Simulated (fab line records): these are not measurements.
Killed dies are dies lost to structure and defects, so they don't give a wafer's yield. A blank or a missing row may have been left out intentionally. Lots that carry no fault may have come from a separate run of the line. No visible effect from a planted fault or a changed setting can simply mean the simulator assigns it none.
fab line records | flow nandHarc | part 2 of 2: steps 21 to 31 of 31
[record] lots = 5 wafers = 15 lastDay = 34
route steps=1302 shown A_SLIT@938 A_SIN_REMOVE@947 A_WL_FILL@952
lots untouched by any fault: they come from a run of this same line in which no faults occurred
startH: the number of hours between the record's first day and the start of the first shown wafer of the lot | waitH: hours elapsed since this lot's preceding step | " the same as in the row above | L1.1+2: a row that stands for several wafers | - no value, or no start given | * or withheld: withheld | < > ~ a bound
route shown NAME@n: names a module that has steps shown in the file, with the first one's number in the route | usual: average and standard deviation across the fault-free wafers | same: alike in all rows | chamber/n: place in a boat | sites: each site's reading | _std_site: their standard deviation | _edge_site: inner sites' mean taken away from outer sites' mean | radiusMm: for every site, how far away it sits from the centre of the wafer | mask NAME#n: copy n | behind: the last tool/chamber to shape the wafer | hold: why the lot was held/for how many hours/how that ended | device: the transistor (n, p or np) that didn't switch | end of line: the tests these same wafers got at the end of their route | step lacking rows: just its recipe | killed: count of dies lost to structure and defects at first sort (not the wafer's yield) | map: dies across one wafer; x = killed, . = not, _ = none there
set.NAME: the setting that was run; set.NAME@STEP: the one run at that earlier step | model.NAME: the simulator's own value behind a step, which no gauge read
lots at selected steps of the route; one table per step, one row per wafer
services: a tool's chamber out of use, with start hour (startH, from the record's first day; less than 0 if before it), hours out, and reason
[[steps]]
[step NHARC_A_WL_FILL_STRIP_28]
[recipe] timeS = 1200 tempC = 72.5 chemistry = postEtchResidueRemover
[usual] bathGuardTempC = 72.3/0.52
// columns lot.wafer tool chamber startH waitH bathGuardTempC
L084.3 wetBench-09 0 599.28 0.1 72.4
L084.1 " 3 " " 72.3
L084.5 " 4 " " 72.1
L089.3 wetBench-06 0 612.65 0.1 71.9
L089.6 " 3 " " 72.7
L089.5 " 4 " " 72.1
L090.1 wetBench-06 1 626.92 0.2 71.4
L090.2 " 2 " " 72.9
L090.4 " 3 " " 72.9
L093.1 wetBench-09 3 648.18 0.2 72.1
L093.2 " 6 " " 71.2
L093.3 " 7 " " 72.6
L095.5 wetBench-09 0 695.41 0.0 72.0
L095.4 " 2 " " 71.8
L095.3 " 5 " " 72.8
[step NHARC_A_WL_FILL_PRECLEAN_06]
[recipe] timeS = 300 chemistry = DIW
// columns lot.wafer tool chamber startH waitH
L084.3+1+5 wetBench-09 0,3,4 - -
L089.3+6+5 wetBench-06 0,3,4 - -
L090.1+2+4 wetBench-06 1,2,3 - -
L093.1+2+3 wetBench-09 3,6,7 - -
L095.5+4+3 wetBench-09 0,2,5 - -
[step NHARC_A_WL_FILL_SRD_07]
// columns lot.wafer tool chamber startH waitH
L084.3+1+5 wetBench-09 0,3,4 - -
L089.3+6+5 wetBench-06 0,3,4 - -
L090.1+2+4 wetBench-06 1,2,3 - -
L093.1+2+3 wetBench-09 3,6,7 - -
L095.5+4+3 wetBench-09 0,2,5 - -
[step NHARC_A_WL_FILL_ANNEAL_08]
[recipe] tempC = 450 timeS = 1800
// columns lot.wafer tool chamber startH waitH
L084.1+3+5 furnace-08 0 605.18 -
L089.3+5+6 furnace-08 0 616.25 -
L090.1+2+4 furnace-03 0 630.13 -
L093.1+2+3 furnace-08 0 653.13 -
L095.3+4+5 furnace-01 0 699.12 -
[step NHARC_A_WL_FILL_ALD_10]
[recipe] targetThkA = 500 pulseTimeS = 10 aldCycles = 500 tempC = 300 material = SiO2
[usual] heaterPowerOuterW = 270/38 heaterPowerW = 484/60 precursorPulseHeightRel = 1.002/0.017
// columns lot.wafer tool chamber startH waitH heaterPowerOuterW heaterPowerW precursorPulseHeightRel
L084.1 aldHk-01 2 606.68 0.1 321 569 1.004
L084.3 " 0 607.72 1.1 234 414 0.984
L084.5 " 3 609.27 2.6 225 404 1.016
L089.3 aldHk-01 0 619.33 1.6 229 397 0.983
L089.5 " 1 " " 247 465 0.983
L089.6 " 2 " " 325 587 1.033
L090.1 aldHk-01 3 631.63 0.1 234 405 1.011
L090.2 " 0 " " 238 405 1.003
L090.4 " 1 " " 243 470 0.986
L093.2 aldHk-02 2 654.62 0.1 323 580 1.019
L093.3 " 3 " " 293 547 0.976
L093.1 " 1 656.16 1.6 277 503 1.020
L095.3 aldHk-02 1 700.97 0.4 275 511 0.992
L095.4 " 2 " " 333 572 1.031
L095.5 " 2 703.53 3.0 322 570 0.989
[step NHARC_A_WL_FILL_ETCHBACK_16]
[recipe] targetDepthA = 1200 timeS = 24 c4f8FlowSccm = withheld o2FlowSccm = 8 arFlowSccm = withheld rfW = 600 biasW = 800 chemistry = C4F8/O2/Ar
[usual] oesProductAu = 0.98/0.031 rfVppV = 721/4.1
// columns lot.wafer tool chamber startH waitH oesProductAu rfHoursCounterH rfVppV
L084.3 rieDiel-05 2 - - 1.00 0.1 726
L084.1 " 3 " " 1.01 0.2 729
L084.5 " 0 " " 1.00 - 715
L089.3 rieDiel-09 2 - - 0.99 5.2 724
L089.5 " 1 " " 1.02 - 725
L089.6 " 3 " " 1.01 - 723
L090.2 rieDiel-05 3 - - 0.99 0.3 727
L090.1 " 0 " " 0.98 0.4 718
L090.4 " 1 " " 0.98 0.3 717
L093.1 rieDiel-09 2 - - 0.95 6.7 723
L093.3 " 3 " " 1.02 10.2 722
L093.2 " 1 " " 1.01 7.7 724
L095.3 rieDiel-02 3 - - 0.97 5.1 722
L095.4 " 1 " " 0.97 4.2 719
L095.5 " 3 " " 0.97 - 721
[step NHARC_A_WL_FILL_STRIP_29]
[recipe] timeS = 20 o2FlowSccm = 500 arFlowSccm = 0 biasW = 0 chemistry = O2
[usual] drypumpMotorCurrentA = 5.8/0.49 oesProductAu = 0.998/0.0092 rfVppV = 57.6/0.9 showerheadPlenumPTorr = 3.47/0.14 throttleValvePct = 17.036/0.0085
// columns lot.wafer tool chamber startH waitH drypumpMotorCurrentA oesProductAu rfHoursCounterH rfVppV showerheadPlenumPTorr throttleValvePct
L084.3 rieDiel-05 1 611.44 0.1 5.6 0.984 0.2 56.5 3.30 17.041
L084.1 " 3 " " 5.1 1.008 0.2 59.0 3.69 17.036
L084.5 " 0 " " 6.3 0.998 - 56.3 3.31 17.029
L089.3 rieDiel-09 2 622.59 0.1 6.4 0.997 5.2 59.3 3.55 17.045
L089.6 " 1 " " 6.1 1.001 - 57.5 3.56 17.036
L089.5 " 2 " " 6.4 0.990 - 58.4 3.55 17.031
L090.1 rieDiel-05 0 636.36 0.1 6.3 1.003 0.4 57.4 3.31 17.035
L090.4 " 1 " " 5.5 1.011 0.3 55.7 3.30 17.016
L090.2 " 2 " " 5.9 1.011 0.3 59.5 3.57 17.042
L093.1 rieDiel-09 2 659.35 0.1 6.4 0.989 6.7 57.4 3.55 17.025
L093.3 " 3 " " 5.5 1.013 10.2 58.2 3.49 17.021
L093.2 " 1 " " 6.1 1.002 7.7 58.7 3.56 17.042
L095.3 rieDiel-02 2 705.69 0.1 6.3 0.989 5.4 57.1 3.31 17.035
L095.4 " 1 " " 5.7 0.996 4.2 58.7 3.37 17.040
L095.5 " 2 " " 6.3 0.989 - 58.0 3.31 17.032
[step NHARC_A_WL_FILL_ETCHBACK_17]
[recipe] targetDepthA = 40 timeS = 26.7 chemistry = Cl2/BCl3
[usual] drypumpMotorCurrentA = 5.7/0.64 oesProductAu = 1.002/0.0094
// columns lot.wafer tool chamber startH waitH drypumpMotorCurrentA oesProductAu rfHoursCounterH
L084.1 rieMetal-01 1 611.52 - 6.7 1.006 0.5
L084.3 " 1 " " 6.7 0.997 -
L084.5 " 1 " " 6.7 1.010 -
L089.3 rieMetal-02 1 622.72 - 5.5 0.988 -
L089.5 " 1 " " 5.5 0.985 -
L089.6 " 0 " " 6.3 0.999 -
L090.1 rieMetal-03 0 636.46 - 4.9 1.002 2.2
L090.2 " 1 " " 5.3 1.010 2.2
L090.4 " 0 " " 4.9 1.003 -
L093.2 rieMetal-02 1 659.44 - 5.5 0.988 0.2
L093.1 " 0 " " 6.3 0.993 0.2
L093.3 " 0 " " 6.3 0.997 -
L095.3 rieMetal-03 1 705.82 - 5.3 1.000 -
L095.4 " 0 " " 4.9 1.019 -
L095.5 " 0 " " 4.9 1.013 -
[step NHARC_A_WL_FILL_PRECLEAN_18]
[recipe] timeS = 30 chemistry = dHF
// columns lot.wafer tool chamber startH waitH
L084.3+5+1 wetBench-09 6,0,3 611.83 0.2
L089.6+5+3 wetBench-03 2,4,5 622.86 0.1
L090.1+2+4 wetBench-06 7,0,2 636.64 0.2
L093.1+2+3 wetBench-06 7,1,3 659.62 0.1
L095.5+4+3 wetBench-03 7,0,2 705.96 0.1
[step NHARC_A_WL_FILL_SRD_21]
// columns lot.wafer tool chamber startH waitH
L084.3+5+1 wetBench-09 6,0,3 611.86 0.0
L089.6+5+3 wetBench-03 2,4,5 622.89 0.0
L090.1+2+4 wetBench-06 7,0,2 636.67 0.0
L093.1+2+3 wetBench-06 7,1,3 659.68 0.0
L095.5+4+3 wetBench-03 7,0,2 705.99 0.0
[step NHARC_A_WL_FILL_CVD_23]
[recipe] targetThkA = 400 tempC = 620 pressureMtorr = 200 timeS = 800 material = poly-Si
[usual] pressureMtorr = 200.0/0.39
// columns lot.wafer tool chamber startH waitH pressureMtorr
L084.1 lpcvdPoly-04 0 614.20 2.3 200.5
L084.3 " 0 " " 200.6
L084.5 " 0 " " 200.0
L089.3 lpcvdPoly-04 0 625.10 2.2 199.5
L089.5 " 0 " " 199.7
L089.6 " 0 " " 200.4
L090.1 lpcvdPoly-01 0 639.12 2.4 200.6
L090.2 " 0 " " 200.4
L090.4 " 0 " " 200.2
L093.1 lpcvdPoly-02 0 662.11 2.4 199.9
L093.2 " 0 " " 199.9
L093.3 " 0 " " 200.6
L095.3 lpcvdPoly-02 0 708.42 2.4 199.9
L095.4 " 0 " " 200.9
L095.5 " 0 " " 200.5
[[services]]
// columns tool chamber startH hours kind
wetBench-03 - 562.40 8.0 pm
rieDiel-11 3 566.30 7.3 repair
aldMetal-03 - 568.05 10.0 pm
rieDiel-05 0 579.31 5.1 repair
rieDiel-05 - 583.66 9.0 pm
rieDiel-09 2 586.40 5.8 repair
harEtch-02 - 588.38 0.7 repair
wetBench-02 - 596.00 8.0 pm
wetBench-06 - 600.89 11.7 repair
rieDiel-04 3 608.83 6.3 repair
rieDiel-11 - 609.50 9.0 pm
rieDiel-09 1 636.37 12.3 repair
rieDiel-09 2 645.53 10.0 repair
aldMetal-03 0 651.49 2.0 repair
aldHk-01 - 652.05 10.0 pm
rieDiel-11 - 659.81 0.3 repair
rieDiel-06 - 661.25 9.0 pm
wetBench-02 - 667.55 8.3 repair
rieDiel-09 - 674.13 9.0 pm
aldMetal-03 1 690.30 5.7 repair
rieDiel-04 1 694.28 2.6 repair
aldHk-01 - 695.94 0.9 repair
rieMetal-03 - 696.00 9.0 pm
wetBench-09 - 704.80 8.0 pm
